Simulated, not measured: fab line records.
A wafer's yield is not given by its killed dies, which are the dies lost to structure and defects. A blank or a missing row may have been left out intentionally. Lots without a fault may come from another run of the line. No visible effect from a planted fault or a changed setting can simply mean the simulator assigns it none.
fab line records	flow n5Finfet
[record] lots = 7	wafers = 19	lastDay = 17
route steps=1938 shown BEOL_M7@1305 PASSIVATION@1936
lots untouched by any fault: they come from a run of this same line in which no faults occurred
startH: hours from the record's opening day to when the first of the lot's shown wafers began	waitH: hours from the lot's prior step to this one	" identical to the entry in the row above	L1.1+2: one row covering several wafers at once	- no value present, or no start provided	* or withheld: withheld	< > ~ a bound
route shown NAME@n: a module of which the file shows steps, and the number in the route of the first	usual: mean and standard deviation over wafers with no fault	same: alike in all rows	chamber/n: place in a boat	sites: the reading at each site	_std_site: standard deviation across them	_edge_site: mean of outer sites minus mean of inner sites	radiusMm: how far each site lies from the wafer's centre	mask NAME#n: copy n	behind: tool/chamber where the wafer was last shaped	hold: the reason the lot was held/the length of the hold in hours/how it ended	device: the n, p or np transistor that did not switch	end of line: tests run on the same wafers once the route is complete	where a step has no rows: the recipe by itself	killed: dies that structure and defects cost at the first sort, which is not the same as the wafer's yield	map: per-die view of a wafer (x killed, . not killed, _ where there is no die)
set.NAME: the setting the step ran with; set.NAME@STEP: the setting that earlier step ran with	model.NAME: the simulator's own value behind a step, which no gauge read
lots at some steps of the route; a table a step, a row a wafer
services: from which hour (startH, from the record's first day; less than 0 if before it) a tool's chamber was out of use, for how many hours, and why
[[steps]]
[step N5_BEOL_M7_VIA_ETCH_34]
[recipe] chemistry = C4F6/O2	target = SiCOH_lowk	targetDepthA = 1255	maskMaterial = SOC	taperDeg = 4	timeS = 50.5	ionEnergyEv = 250	pressureMtorr = 30	sourceW = 345	biasW = 185	Ar_flow_sccm = 300	C4F6_flow_sccm = 10	O2_flow_sccm = 10
[usual] drypumpMotorCurrentA = 5.6/0.41	oesProductAu = 0.78/0.071	rfVppV = 665/9.3	showerheadPlenumPTorr = 2.87/0.12	throttleValvePct = 20.95/0.24
lot.wafer	tool	chamber	startH	waitH	drypumpMotorCurrentA	oesProductAu	rfHoursCounterH	rfVppV	showerheadPlenumPTorr	throttleValvePct
L914.3	rieDiel-04	1	206.73	0.0	6.0	0.70	220	675	2.93	20.90
L914.4	"	3	"	"	5.9	0.71	191	659	2.94	21.28
L914.6	"	3	"	"	5.9	0.71	-	658	2.94	21.27
L916.1	rieDiel-06	1	217.80	0.0	5.0	0.88	25	682	3.02	20.40
L916.3	"	2	"	"	5.8	0.90	18	678	2.93	20.71
L916.6	"	0	"	"	5.9	0.90	-	667	3.03	21.16
L918.1	rieDiel-04	2	251.75	0.0	5.6	0.69	226	670	2.69	21.12
L918.4	"	1	"	"	6.0	0.70	233	673	2.93	20.93
L918.6	"	2	"	"	5.7	0.69	-	671	2.69	21.14
L917.2	rieDiel-05	1	252.05	0.0	5.5	0.74	155	667	2.73	20.92
L917.3	"	3	"	"	5.1	0.70	237	654	2.69	21.00
L923.1	rieDiel-05	0	274.92	0.0	5.8	0.85	59	660	2.75	20.67
L923.4	"	2	"	"	4.9	0.74	134	652	2.84	21.10
L923.5	"	0	"	"	5.8	0.85	-	660	2.75	20.67
L926.4	rieDiel-06	2	282.78	0.0	5.9	0.85	-	674	2.92	20.72
L926.5	"	3	"	"	5.6	0.81	-	667	2.99	20.82
L926.6	"	1	"	"	5.0	0.86	-	682	3.02	20.43
L931.3	rieDiel-06	2	314.97	0.0	5.8	0.84	48	676	2.92	20.76
L931.4	"	0	"	"	5.9	0.85	58	666	3.02	21.21
[step N5_BEOL_M7_STRIP_76]
[recipe] chemistry = C4F6/O2	resist = SiARC	rfFrequencyHz = 6e+07
[step N5_BEOL_M7_STRIP_36]
[recipe] chemistry = N2/H2	powerW = 450	tempC = 40	pressureMtorr = 20	rfFrequencyHz = 6e+07	overashFraction = 0.3	biasPowerW = 7	h2Frac = 0.5	n2FlowSccm = 200	h2FlowSccm = 200
[usual] drypumpMotorCurrentA = 5.6/0.4	oesProductAu = 0.78/0.071	powerW = 449.9/1.4	rfVppV = 59.3/1.5	showerheadPlenumPTorr = 2.56/0.099	throttleValvePct = 23.69/0.26
lot.wafer	tool	chamber	startH	waitH	drypumpMotorCurrentA	oesProductAu	powerW	rfHoursCounterH	rfVppV	showerheadPlenumPTorr	throttleValvePct
L914.3	rieDiel-04	1	206.78	0.0	6.0	0.71	451.1	220	59.7	2.62	23.36
L914.4	"	3	"	"	5.9	0.70	450.9	191	58.8	2.62	23.78
L914.6	"	3	"	"	5.9	0.69	451.0	-	58.8	2.62	23.78
L916.1	rieDiel-06	1	217.85	0.0	5.0	0.88	449.2	25	61.8	2.69	23.07
L916.3	"	2	"	"	5.8	0.88	450.6	18	59.9	2.58	23.46
L916.6	"	0	"	"	5.9	0.89	446.8	-	60.8	2.71	24.02
L918.1	rieDiel-04	2	251.80	0.0	5.6	0.69	451.4	226	59.8	2.41	23.86
L918.4	"	1	"	"	6.0	0.70	450.8	233	62.0	2.61	23.36
L918.6	"	2	"	"	5.7	0.69	451.4	-	58.0	2.41	23.84
L917.2	rieDiel-05	1	252.10	0.0	5.5	0.75	449.3	155	57.7	2.45	23.92
L917.3	"	3	"	"	5.1	0.71	448.7	237	59.1	2.39	23.78
L923.1	rieDiel-05	0	274.97	0.0	5.9	0.86	452.1	59	60.6	2.48	23.59
L923.4	"	2	"	"	4.8	0.75	451.0	134	59.4	2.56	24.07
L923.5	"	0	"	"	5.9	0.85	450.5	-	58.7	2.48	23.55
L926.4	rieDiel-06	2	282.83	0.0	5.8	0.84	449.7	-	61.1	2.58	23.48
L926.5	"	3	"	"	5.6	0.82	452.0	-	60.4	2.68	23.59
L926.6	"	1	"	"	5.0	0.86	449.1	-	60.8	2.69	23.10
L931.3	rieDiel-06	2	315.02	0.0	5.8	0.84	448.2	48	59.9	2.57	23.49
L931.4	"	0	"	"	5.9	0.84	447.3	58	59.0	2.70	24.04
[step N5_BEOL_M7_TRENCH_ETCH_37]
[recipe] chemistry = C4F6/O2	targetDepthA = 934.78	target = SiCOH_lowk	timeS = 31.2	ionEnergyEv = 250	pressureMtorr = 30	sourceW = 345	biasW = 185	Ar_flow_sccm = 300	C4F6_flow_sccm = 10	O2_flow_sccm = 10
[step N5_BEOL_M7_ETCH_41]
[recipe] chemistry = CH3F/O2	target = SiCN	targetDepthA = 319	taperDeg = 2	timeS = 57.8	ionEnergyEv = 120	maskMaterial = TiN	pressureMtorr = 30	sourceW = 395	biasW = 75	Ar_flow_sccm = 150	CH3F_flow_sccm = 30	O2_flow_sccm = 20
[usual] drypumpMotorCurrentA = 5.6/0.4	oesProductAu = 0.78/0.071	rfVppV = 297.5/1.8	showerheadPlenumPTorr = 2.01/0.085	throttleValvePct = 16.38/0.25
lot.wafer	tool	chamber	startH	waitH	drypumpMotorCurrentA	oesProductAu	rfHoursCounterH	rfVppV	showerheadPlenumPTorr	throttleValvePct
L914.3	rieDiel-04	1	-	-	6.0	0.71	220	298.5	2.07	16.39
L914.4	"	3	"	"	5.8	0.70	191	298.0	2.07	16.70
L914.6	"	3	"	"	5.8	0.71	-	299.6	2.07	16.70
L916.1	rieDiel-06	1	-	-	5.0	0.88	26	301.2	2.13	15.80
L916.3	"	2	"	"	5.9	0.89	18	298.2	2.06	16.04
L916.6	"	0	"	"	5.9	0.88	-	299.5	2.14	16.48
L918.1	rieDiel-04	2	-	-	5.6	0.68	226	294.4	1.89	16.62
L918.4	"	1	"	"	6.0	0.70	233	298.5	2.06	16.41
L918.6	"	2	"	"	5.7	0.68	-	294.9	1.89	16.62
L917.2	rieDiel-05	1	-	-	5.5	0.75	155	295.9	1.91	16.38
L917.3	"	3	"	"	5.2	0.70	237	295.4	1.88	16.46
L923.1	rieDiel-05	0	-	-	5.8	0.86	59	297.6	1.93	16.13
L923.4	"	2	"	"	4.8	0.75	134	298.8	1.99	16.54
L923.5	"	0	"	"	5.9	0.85	-	295.5	1.93	16.12
L926.4	rieDiel-06	2	-	-	5.9	0.86	-	298.2	2.05	16.08
L926.5	"	3	"	"	5.6	0.81	-	299.2	2.11	16.20
L926.6	"	1	"	"	5.0	0.86	-	299.6	2.12	15.84
L931.3	rieDiel-06	2	-	-	5.8	0.83	48	297.3	2.05	16.10
L931.4	"	0	"	"	5.9	0.85	58	301.3	2.13	16.54
[step N5_BEOL_M7_STRIP_80]
[recipe] chemistry = N2/H2	timeS = 10	powerW = 450	tempC = 40	pressureMtorr = 20	rfFrequencyHz = 6e+07	biasPowerW = 7	n2FlowSccm = 200	h2FlowSccm = 200
[usual] drypumpMotorCurrentA = 5.6/0.41	oesProductAu = 0.78/0.07	rfVppV = 59.1/0.99	showerheadPlenumPTorr = 2.56/0.099	throttleValvePct = 23.69/0.26
lot.wafer	tool	chamber	startH	waitH	drypumpMotorCurrentA	oesProductAu	rfHoursCounterH	rfVppV	showerheadPlenumPTorr	throttleValvePct
L914.3	rieDiel-04	1	-	-	6.0	0.71	220	60.9	2.61	23.36
L914.4	"	3	"	"	5.9	0.69	191	58.9	2.62	23.78
L914.6	"	3	"	"	5.9	0.70	-	59.1	2.62	23.77
L916.1	rieDiel-06	1	-	-	5.0	0.88	26	58.9	2.69	23.07
L916.3	"	2	"	"	5.9	0.88	18	59.3	2.59	23.46
L916.6	"	0	"	"	5.9	0.87	-	58.7	2.71	24.00
L918.1	rieDiel-04	2	-	-	5.7	0.69	226	59.3	2.41	23.84
L918.4	"	1	"	"	6.0	0.71	233	60.3	2.61	23.38
L918.6	"	2	"	"	5.7	0.68	-	60.0	2.41	23.84
L917.2	rieDiel-05	1	-	-	5.5	0.75	155	59.2	2.45	23.92
L917.3	"	3	"	"	5.2	0.71	237	59.3	2.39	23.79
L923.1	rieDiel-05	0	-	-	5.9	0.85	59	59.5	2.48	23.57
L923.4	"	2	"	"	4.9	0.76	134	58.5	2.56	24.07
L923.5	"	0	"	"	5.9	0.86	-	58.2	2.48	23.58
L926.4	rieDiel-06	2	-	-	5.9	0.85	-	59.7	2.58	23.49
L926.5	"	3	"	"	5.6	0.82	-	59.0	2.68	23.59
L926.6	"	1	"	"	5.0	0.86	-	59.7	2.69	23.09
L931.3	rieDiel-06	2	-	-	5.9	0.83	48	58.0	2.57	23.51
L931.4	"	0	"	"	5.9	0.85	58	59.2	2.70	24.06
[step N5_BEOL_M7_OCD_MEAS_38]
[usual] trenchDepthNm = 93.0/1.2
lot.wafer	tool	chamber	startH	waitH	trenchDepthNm
L914.3	ocd-01	-	206.98	-	92.7
L914.4	"	-	"	"	93.0
L914.6	"	-	"	"	93.4
L916.1	ocd-01	-	218.05	-	95.5
L916.3	"	-	"	"	93.6
L916.6	"	-	"	"	94.1
L918.1	ocd-01	-	252.00	-	92.6
L918.4	"	-	"	"	91.8
L918.6	"	-	"	"	92.9
L917.2	ocd-02	-	252.30	-	91.4
L917.3	"	-	"	"	91.6
L923.1	ocd-02	-	275.17	-	93.3
L923.4	"	-	"	"	91.6
L923.5	"	-	"	"	93.6
L926.4	ocd-02	-	283.01	-	95.0
L926.5	"	-	"	"	91.1
L926.6	"	-	"	"	94.8
L931.3	ocd-01	-	315.22	-	93.7
L931.4	"	-	"	"	95.2
[step N5_BEOL_M7_HM_STRIP_39]
[recipe] chemistry = peroxideTinStrip	material = TiN	targetDepthA = 250	tempC = 50	timeS = 158
[step N5_BEOL_M7_SRD_40]
[recipe] timeS = 30	tempC = 23	rinseLiquid = diw	dry = ipaMarangoni
[step N5_BEOL_M7_PRECLEAN_42]
[recipe] chemistry = residueRemover	timeS = 60	tempC = 40
[step N5_BEOL_M7_SRD_43]
[recipe] timeS = 30	tempC = 23	rinseLiquid = diw	dry = ipaMarangoni
[step N5_BEOL_M7_CD_MEAS_35]
[recipe] targetCdNm = 40	polarity = opening
[usual] cdNm = 39.9/0.61
lot.wafer	tool	chamber	startH	waitH	cdNm
L914.3	cdSem-01	-	207.13	0.0	39.6
L914.4	"	-	"	"	39.2
L914.6	"	-	"	"	40.0
L916.1	cdSem-03	-	218.20	0.0	41.3
L916.3	"	-	"	"	41.1
L916.6	"	-	"	"	39.8
L918.1	cdSem-01	-	252.16	0.0	40.1
L918.4	"	-	"	"	40.1
L918.6	"	-	"	"	39.5
L917.2	cdSem-01	-	252.46	0.0	39.6
L917.3	"	-	"	"	40.0
L923.1	cdSem-01	-	275.34	0.0	39.8
L923.4	"	-	"	"	39.8
L923.5	"	-	"	"	40.0
L926.4	cdSem-03	-	283.17	0.0	39.4
L926.5	"	-	"	"	39.4
L926.6	"	-	"	"	39.0
L931.3	cdSem-03	-	315.38	0.0	40.1
L931.4	"	-	"	"	39.8
[step N5_BEOL_M7_CURE_75]
[recipe] tempC = 370	timeS = 120	ambient = DMADMS/He	material = SiCOH_lowk
[usual] lampPowerPct = 52.31/0.051	runLengthS = 179.1/2	wafer_temp_C_max = 371.4/0.66
lot.wafer	tool	chamber	startH	waitH	lampPowerPct	runLengthS	wafer_temp_C_max
L914.3	uvCure-01	0	207.27	0.1	52.26	178.4	372.6
L914.4	"	0	"	"	52.30	178.4	371.6
L914.6	"	0	"	"	52.21	178.6	372.0
L916.1	uvCure-01	2	218.24	0.0	-	-	-
L916.3	"	2	"	"	-	-	-
L916.6	"	2	"	"	-	-	-
L918.1	uvCure-03	1	252.20	0.0	-	-	-
L918.4	"	1	"	"	-	-	-
L918.6	"	1	"	"	-	-	-
L917.2	uvCure-02	2	252.82	0.4	-	-	-
L917.3	"	2	"	"	-	-	-
L923.1	uvCure-02	2	275.62	0.3	52.38	177.5	370.7
L923.4	"	2	"	"	52.30	177.5	370.9
L923.5	"	2	"	"	52.34	177.0	371.6
L926.4	uvCure-03	0	284.38	1.2	52.31	181.1	371.0
L926.5	"	0	"	"	52.24	181.1	370.5
L926.6	"	0	"	"	52.34	181.8	371.5
L931.3	uvCure-03	1	316.04	0.7	52.33	182.0	372.0
L931.4	"	1	"	"	52.32	181.8	372.6
[step N5_BEOL_M7_DEGAS_44]
[recipe] ambient = vacuum	tempC = 250	timeS = 60
[usual] heaterPowerW = 324/22
lot.wafer	tool	chamber	startH	waitH	heaterPowerW
L914.3	pvdSputter-01	-	207.91	0.6	300
L914.4	"	-	"	"	306
L914.6	"	-	"	"	341
L916.1	pvdSputter-03	-	219.34	1.0	357
L916.3	"	-	"	"	334
L916.6	"	-	"	"	353
L918.1	pvdSputter-01	-	253.06	0.8	306
L918.4	"	-	"	"	274
L918.6	"	-	"	"	306
L917.2	pvdSputter-01	-	253.14	0.3	277
L917.3	"	-	"	"	303
L923.1	pvdSputter-01	-	276.00	0.3	346
L923.4	"	-	"	"	307
L923.5	"	-	"	"	297
L926.4	pvdSputter-01	-	284.70	0.2	337
L926.5	"	-	"	"	307
L926.6	"	-	"	"	299
L931.3	pvdSputter-01	-	317.00	0.9	300
L931.4	"	-	"	"	273
[step N5_PASSIVATION_PROBE_49]
[usual] defectLimitedYield = 91.3/1.3	killed_at_M0_to_M3 = 36/12	killed_at_M4_up = 13/4.6	killedAtContacts = 13/5.4	killedAtFrontEnd = 37/10	killedAtOther = 3.6/2.9	killedDies = 102/15	killedOpen = 67/12	killedShort = 33/7.5	sort_bin_5_function = 5.1/0.93	sort_bin_6_memory = 3.2/0.62	sortNPass = 1078/15	sortYieldPct = 91.3/1.3
[same] grossDies = 1180	killedAtBackSide = 0	sort_bin_4_leakage[%] = 0	sort_bin_8_speed[%] = 0
lot.wafer	tool	chamber	startH	waitH	defectLimitedYield[%]	killed_at_M0_to_M3	killed_at_M4_up	killedAtContacts	killedAtFrontEnd	killedAtOther	killedDies	killedOpen	killedShort	sort_bin_5_function[%]	sort_bin_6_memory[%]	sortNPass	sortYieldPct[%]
L914.3	prober-02	-	290.02	0.1	91.6	39	10	8	40	2	99	54	42	5.3	2.7	1081	91.6
L914.4	prober-02	-	290.07	0.2	90.0	53	10	8	47	0	118	76	41	5.8	3.6	1062	90.0
L914.6	prober-02	-	290.17	0.3	90.5	45	13	12	38	4	112	76	34	5.4	4.0	1068	90.5
L916.1	prober-01	-	302.86	0.0	89.9	33	11	15	47	13	119	82	37	6.4	3.3	1061	89.9
L916.3	prober-01	-	302.96	0.1	91.2	22	10	8	60	4	104	73	30	5.2	3.3	1076	91.2
L916.6	prober-01	-	303.11	0.3	90.8	27	14	9	54	5	109	80	28	5.3	3.7	1071	90.8
L918.1	prober-01	-	329.17	0.2	91.5	35	12	25	24	4	100	65	29	5.4	2.5	1080	91.5
L918.6	prober-01	-	329.42	0.4	90.4	58	12	3	38	2	113	67	42	5.6	3.3	1067	90.4
// killed by level:class
L914.3 FIN_SAQP:geometricParticle:open=16 FIN_SAQP:geometricParticle:short=11 BEOL_M2:geometricParticle:short=8 BEOL_M1:geometricParticle:short=7 BEOL_M2:geometricParticle:open=7 MOL_CONTACT_COAG:geometricParticle:open=6 STI_FIN_REVEAL:geometricParticle:open=5 BEOL_M0_SAQP:geometricParticle:short=5
L914.4 FIN_SAQP:geometricParticle:open=14 BEOL_M0_SAQP:geometricParticle:open=12 FIN_SAQP:geometricParticle:short=10 BEOL_M0_SAQP:geometricParticle:short=9 STI_FIN_REVEAL:geometricParticle:open=8 MOL_CONTACT_COAG:geometricParticle:open=8 BEOL_M1:geometricParticle:short=7 BEOL_M2:geometricParticle:open=7
L914.6 BEOL_M1:geometricParticle:open=13 FIN_SAQP:geometricParticle:short=11 FIN_SAQP:geometricParticle:open=8 MOL_CONTACT_COAG:geometricParticle:open=8 BEOL_M0_SAQP:geometricParticle:short=7 STI_FIN_REVEAL:geometricParticle:open=7 BEOL_M0_SAQP:geometricParticle:open=7 BEOL_M2:geometricParticle:open=7
L916.1 MOL_CONTACT_COAG:geometricParticle:open=12 STI_FIN_REVEAL:geometricParticle:open=11 FIN_SAQP:geometricParticle:open=9 BEOL_M1:geometricParticle:open=8 BEOL_M3:geometricParticle:open=7 GATE_CUT:geometricParticle:short=6 BEOL_M0:geometricParticle:open=6 FIN_SAQP:geometricParticle:short=5
L916.3 STI_FIN_REVEAL:geometricParticle:open=20 BEOL_M1:geometricParticle:open=8 STI_FIN_REVEAL:geometricParticle:short=6 MOL_CONTACT_COAG:geometricParticle:open=6 FIN_SAQP:geometricParticle:open=5 FIN_SAQP:geometricParticle:short=5 BEOL_M4:geometricParticle:open=4 SPACER0:geometricParticle:open=4
L916.6 STI_FIN_REVEAL:geometricParticle:open=25 BEOL_M3:geometricParticle:open=9 BEOL_M4:geometricParticle:open=9 MOL_CONTACT_COAG:geometricParticle:open=7 FIN_SAQP:geometricParticle:open=6 FIN_SAQP:geometricParticle:short=5 STI_FIN_REVEAL:geometricParticle:short=5 BEOL_M0_SAQP:geometricParticle:open=4
L918.1 MOL_CONTACT_COAG:geometricParticle:open=21 BEOL_M0_SAQP:geometricParticle:open=12 BEOL_M0_SAQP:geometricParticle:short=6 MOL_CONTACT_COAG:geometricParticle:short=4 BEOL_M8:geometricParticle:open=4 HKMG_FIN:areaEtch=4 FIN_SAQP:geometricParticle:open=3 DUMMY_GATE:geometricParticle:open=3
L918.6 BEOL_M0_SAQP:geometricParticle:open=15 BEOL_M2:geometricParticle:open=9 BEOL_M2:geometricParticle:short=9 BEOL_M0_SAQP:geometricParticle:short=8 FIN_SAQP:geometricParticle:open=7 BEOL_M1:geometricParticle:short=7 BEOL_M4:geometricParticle:open=7 FIN_SAQP:geometricParticle:short=5
[[services]]
tool	chamber	startH	hours	kind
pvdSputter-01	-	188.53	1.3	repair
uvCure-02	-	224.26	1.0	pm
uvCure-02	-	230.13	7.5	pm
rieDiel-06	1	231.72	4.9	repair
uvCure-03	-	238.18	2.1	pm
uvCure-03	-	246.12	0.6	repair
uvCure-03	-	262.12	5.0	pm
uvCure-03	-	279.01	1.0	pm
rieDiel-06	0	280.96	8.9	repair
pvdSputter-01	-	291.75	1.0	repair
rieDiel-05	-	292.30	4.3	pm
rieDiel-05	3	304.59	-	clean
rieDiel-05	3	304.59	-	consumableReplace:focusRing
rieDiel-05	3	304.59	-	consumableReplace:showerhead
rieDiel-05	3	304.59	17.8	scheduledDown
rieDiel-05	3	304.59	17.8	ventCycle
rieDiel-04	1	306.90	-	clean
rieDiel-04	1	306.90	-	consumableReplace:focusRing
rieDiel-04	1	306.90	17.6	scheduledDown
rieDiel-04	1	306.90	17.6	ventCycle
[[key]]
[firstSign] step = N5_BEOL_M7_CURE_75	reading = toolRecord	direction = missing
effect none on later readings
metAt N5_BEOL_M7_CURE_75
struckWafers L916.1,L916.3,L916.6,L917.2,L917.3,L918.1,L918.4,L918.6
rowsEnd L917.2,L917.3
onsetBetween 207.27 218.24
[fault] kind = skippedStepWhole	tool = uvCure-01,uvCure-02,uvCure-03	chamber = -	onsetH = 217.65	steps = N5_BEOL_M7_CURE_75	scope = struckLotsOnly
// rowsEnd: these wafers met a further fault down the route, and their rows from its step on are left out
